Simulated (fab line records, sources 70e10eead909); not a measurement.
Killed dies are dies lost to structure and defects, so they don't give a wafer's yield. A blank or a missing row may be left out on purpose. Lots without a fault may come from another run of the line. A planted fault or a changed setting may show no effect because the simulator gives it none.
Which tool did it? | flow nand_harc | 11 lots, 33 wafers sampled, at 6 steps of a route of 1159

WHAT THE GAUGES READ, wafer by wafer
NHARC_A_BONDPAD_CD_MEAS_09: target cd 500 nm. Usual: cd_nm 499.9 nm, standard deviation 1.6.
lot  | measured     | on        | cd_nm (nm)        | flag
L317 | day 18 15:11 | cd_sem-01 | 501.3 501.3 499.0 |
L320 | day 18 17:05 | cd_sem-03 | 498.5 497.7 494.4 |
L321 | day 19 04:14 | cd_sem-03 | 501.3 499.6 498.4 |
L322 | day 20 01:41 | cd_sem-02 | 499.5 501.4 500.0 |
L326 | day 20 06:37 | cd_sem-03 | 500.5 499.4 499.8 |
L325 | day 20 07:23 | cd_sem-01 | 501.4 498.8 499.1 |
L327 | day 20 12:27 | cd_sem-01 | 498.6 498.0 498.4 |
L328 | day 20 17:27 | cd_sem-02 | 500.0 500.7 501.0 |
L329 | day 21 17:47 | cd_sem-01 | 502.3 500.3 500.9 |
L339 | day 23 16:18 | cd_sem-03 | 500.7 500.8 502.0 |
L340 | day 23 17:07 | cd_sem-03 | 500.1 499.8 499.0 |

NHARC_A_BONDPAD_THK_MEAS_20: measures by xrf. Usual: thk_nm 169.5 nm, standard deviation 1.3.
lot  | measured     | on            | thk_nm (nm)       | flag
L317 | day 18 17:58 | film_metro-02 | 168.8 169.4 171.3 |
L320 | day 18 19:43 | film_metro-01 | 169.1 167.2 168.5 |
L321 | day 19 06:53 | film_metro-02 | 169.9 169.6 168.3 |
L322 | day 20 04:16 | film_metro-02 | 168.5 168.5 169.2 |
L326 | day 20 09:13 | film_metro-01 | 169.8 169.8 170.3 |
L325 | day 20 09:59 | film_metro-02 | 168.0 168.4 169.8 |
L327 | day 20 14:59 | film_metro-02 | 167.8 169.6 168.8 |
L328 | day 20 20:03 | film_metro-02 | 169.3 170.1 169.0 |
L329 | day 21 20:20 | film_metro-02 | 171.4 170.5 122.8 | OFF
L339 | day 23 18:53 | film_metro-01 | 172.1 168.7 170.9 |
L340 | day 23 19:41 | film_metro-02 | 170.0 171.9 171.0 |

NHARC_END_SORT_01. Usual: defect_limited_yield 95.0 %, standard deviation 1.7; killed_at_array 29, standard deviation 12; killed_at_other 0.7, standard deviation 1; killed_at_periphery 4, standard deviation 3.2; killed_dies 34, standard deviation 12; killed_open 3.4, standard deviation 2; killed_short 1.8, standard deviation 1.3; sort_bin_2_pct 1.6 %, standard deviation 0.7; sort_bin_3_pct 0.26 %, standard deviation 0.23; sort_bin_4_pct 3.1 %, standard deviation 1.1; sort_n_pass 643, standard deviation 12; sort_rim_yield_pct 96.4 %, standard deviation 2.6; sort_yield_pct 95.0 %, standard deviation 1.7.
lot  | measured     | on        | defect_limited_yield (%) | killed_at_array | killed_at_other | killed_at_periphery | killed_dies | killed_open | killed_short | sort_bin_2_pct (%) | sort_bin_3_pct (%) | sort_bin_4_pct (%) | sort_n_pass | sort_rim_yield_pct (%) | sort_yield_pct (%) | flag
L329 | day 23 03:43 | prober-01 | 96.8 96.6 0              | 19 22 676       | 0 1 0           | 3 0 1               | 22 23 677   | 2 1 2       | 0 2 2        | 0.3 1.2 98.7       | 0 0.15 0.15        | 3.0 2.1 1.2        | 655 654 0   | 98.1 97.2 0            | 96.8 96.6 0        | OFF

WHICH TOOL RAN EACH LOT (tool, then ch and the chambers of the sampled wafers, then the start)
lot  | NHARC_A_BONDPAD_ETCH_34            | NHARC_A_BONDPAD_STRIP_15           | NHARC_A_BONDPAD_ECD_18
L317 | rie_diel-09 ch 0,3, day 18 15:29   | rie_diel-02 ch 0,2,3, day 18 15:48 | ecd_cu-02 ch 0,1, day 18 16:56
L320 | rie_diel-04 ch 0,2,3, day 18 17:23 | rie_diel-09 ch 1,2,3, day 18 17:41 | ecd_cu-02 ch 0,1, day 18 18:40
L321 | rie_diel-04 ch 0,2,3, day 19 04:33 | rie_diel-04 ch 0,2,3, day 19 04:53 | ecd_cu-02 ch 0,1, day 19 05:50
L322 | rie_diel-04 ch 0,2,3, day 20 01:59 | rie_diel-09 ch 0,1,2, day 20 02:19 | ecd_cu-01 ch 0,1, day 20 03:16
L326 | rie_diel-09 ch 0,1,3, day 20 06:55 | rie_diel-02 ch 0,2,3, day 20 07:14 | ecd_cu-01 ch 0,1, day 20 08:13
L325 | rie_diel-04 ch 1,3, day 20 07:41   | rie_diel-04 ch 1,3, day 20 08:01   | ecd_cu-01 ch 0, day 20 08:56
L327 | rie_diel-09 ch 0,1,3, day 20 12:44 | rie_diel-09 ch 0,2, day 20 13:03   | ecd_cu-01 ch 0,1, day 20 13:58
L328 | rie_diel-09 ch 0,1,2, day 20 17:46 | rie_diel-09 ch 0,3, day 20 18:04   | ecd_cu-02 ch 0,1, day 20 18:59
L329 | rie_diel-09 ch 1,2, day 21 18:04   | rie_diel-09 ch 2,3, day 21 18:24   | ecd_cu-01 ch 0,1, day 21 19:26
L339 | rie_diel-09 ch 0,1,3, day 23 16:37 | rie_diel-09 ch 0,1,3, day 23 16:54 | ecd_cu-02 ch 1, day 23 17:50
L340 | rie_diel-09 ch 0,1,2, day 23 17:25 | rie_diel-09 ch 0,1,2, day 23 17:43 | ecd_cu-02 ch 0,1, day 23 18:38
- NHARC_A_BONDPAD_ETCH_34: etches the open film in N2/H2, target depth 60 nm, overetch 18 nm, time 65.91 s.
- NHARC_A_BONDPAD_STRIP_15: strips in O2.
- NHARC_A_BONDPAD_ECD_18: material Cu, target thk 400 nm.

WHAT THE TOOLS THEMSELVES READ (means of the sampled wafers that have a number; where no wafer has one, the mark that the record gives instead)
NHARC_A_BONDPAD_ETCH_34. Usual: chamber_pressure_mTorr 30.002 mTorr, standard deviation 0.028; drypump_motor_current_A 5.6 A, standard deviation 0.38; oes_product_au 0.999 a.u., standard deviation 0.0072; rf_vpp_V 429.3 V, standard deviation 2.9; showerhead_plenum_p_Torr 2.00 Torr, standard deviation 0.095; throttle_valve_pct 14.171 %, standard deviation 0.01.
lot  | tool        | chamber_pressure_mTorr (mTorr) | drypump_motor_current_A (A) | oes_product_au (a.u.) | rf_vpp_V (V) | showerhead_plenum_p_Torr (Torr) | throttle_valve_pct (%) | flag
L317 | rie_diel-09 | 30.000                         | 5.6                         | 1.008                 | 426.7        | 1.93                            | 14.162                 |
L320 | rie_diel-04 | 29.994                         | 5.5                         | 1.005                 | 430.8        | 2.03                            | 14.168                 |
L321 | rie_diel-04 | 30.016                         | 5.5                         | 1.003                 | 430.1        | 2.03                            | 14.163                 |
L322 | rie_diel-04 | 30.008                         | 5.5                         | 1.006                 | 430.1        | 2.03                            | 14.174                 |
L326 | rie_diel-09 | 29.964                         | 5.7                         | 1.003                 | 429.8        | 2.01                            | 14.168                 |
L325 | rie_diel-04 | 29.985                         | 5.2                         | 0.997                 | 426.9        | 1.92                            | 14.182                 |
L327 | rie_diel-09 | 30.001                         | 5.7                         | 1.001                 | 430.7        | 2.01                            | 14.165                 |
L328 | rie_diel-09 | 30.030                         | 5.8                         | 0.995                 | 430.3        | 2.03                            | 14.167                 |
L329 | rie_diel-09 | 30.006                         | 5.8                         | 0.995                 | 430.8        | 2.07                            | 14.170                 |
L339 | rie_diel-09 | 30.027                         | 5.7                         | 1.000                 | 428.9        | 2.01                            | 14.173                 |
L340 | rie_diel-09 | 29.982                         | 5.8                         | 0.997                 | 430.8        | 2.03                            | 14.172                 |

NHARC_A_BONDPAD_STRIP_15. Usual: chamber_pressure_mTorr 60.00 mTorr, standard deviation 0.048; drypump_motor_current_A 5.7 A, standard deviation 0.37; oes_product_au 0.999 a.u., standard deviation 0.0079; rf_vpp_V 57.5 V, standard deviation 0.91; showerhead_plenum_p_Torr 3.45 Torr, standard deviation 0.15; throttle_valve_pct 17.036 %, standard deviation 0.0089.
lot  | tool        | chamber_pressure_mTorr (mTorr) | drypump_motor_current_A (A) | oes_product_au (a.u.) | rf_vpp_V (V) | showerhead_plenum_p_Torr (Torr) | throttle_valve_pct (%) | flag
L317 | rie_diel-02 | 59.99                          | 5.8                         | 0.994                 | 56.7         | 3.35                            | 17.038                 |
L320 | rie_diel-09 | 60.02                          | 5.7                         | 0.993                 | 57.0         | 3.46                            | 17.028                 |
L321 | rie_diel-04 | 60.03                          | 5.5                         | 1.004                 | 57.9         | 3.51                            | 17.042                 |
L322 | rie_diel-09 | 59.99                          | 5.8                         | 0.995                 | 57.2         | 3.51                            | 17.031                 |
L326 | rie_diel-02 | 59.96                          | 5.8                         | 1.004                 | 57.6         | 3.34                            | 17.042                 |
L325 | rie_diel-04 | 60.01                          | 5.0                         | 1.013                 | 58.2         | 3.33                            | 17.041                 |
L327 | rie_diel-09 | 59.98                          | 5.7                         | 0.992                 | 57.8         | 3.41                            | 17.033                 |
L328 | rie_diel-09 | 60.02                          | 5.6                         | 1.002                 | 58.0         | 3.35                            | 17.032                 |
L329 | rie_diel-09 | 59.99                          | 5.5                         | 0.994                 | 57.4         | 3.33                            | 17.027                 |
L339 | rie_diel-09 | 60.00                          | 5.7                         | 1.003                 | 56.9         | 3.48                            | 17.043                 |
L340 | rie_diel-09 | 59.97                          | 5.8                         | 0.995                 | 57.5         | 3.51                            | 17.031                 |

THE ANSWER, worked out from the rows above alone
Rule: a lot is off if the mean of its wafers that have a number lies more than 3 standard deviations from the usual mean. A lot without any number at a reading at which 4 lots or more have one is off too. The other lots that the step has rows for count as sound. The gauges are gone through in route order, then the tools' own readings, and for those a lot's mean is taken as printed above. The first step at which some lot is off is used, and at that step the reading that is off furthest; a lot without a number counts as furthest.
Off: L329, at NHARC_A_BONDPAD_THK_MEAS_20 (thk_nm).
A tool fits if, at a process step before that reading, it ran every lot that is off, and no sound lot after the first of them. The gauges at NHARC_A_BONDPAD_THK_MEAS_20 aren't tried: what is off there is off at NHARC_END_SORT_01 too, on other tools, and a gauge's error can't cause that. One fits: ecd_cu-01 at NHARC_A_BONDPAD_ECD_18. Its last sound lot is L327 (day 20 13:58), its first lot that is off L329 (day 21 19:26): a fault that began between those two fits.

WHAT THE SIMULATOR HAD PUT IN
Process parameter drift: ecd_cu-01, from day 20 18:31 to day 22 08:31, at NHARC_A_BONDPAD_ECD_18. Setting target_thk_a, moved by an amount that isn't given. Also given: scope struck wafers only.
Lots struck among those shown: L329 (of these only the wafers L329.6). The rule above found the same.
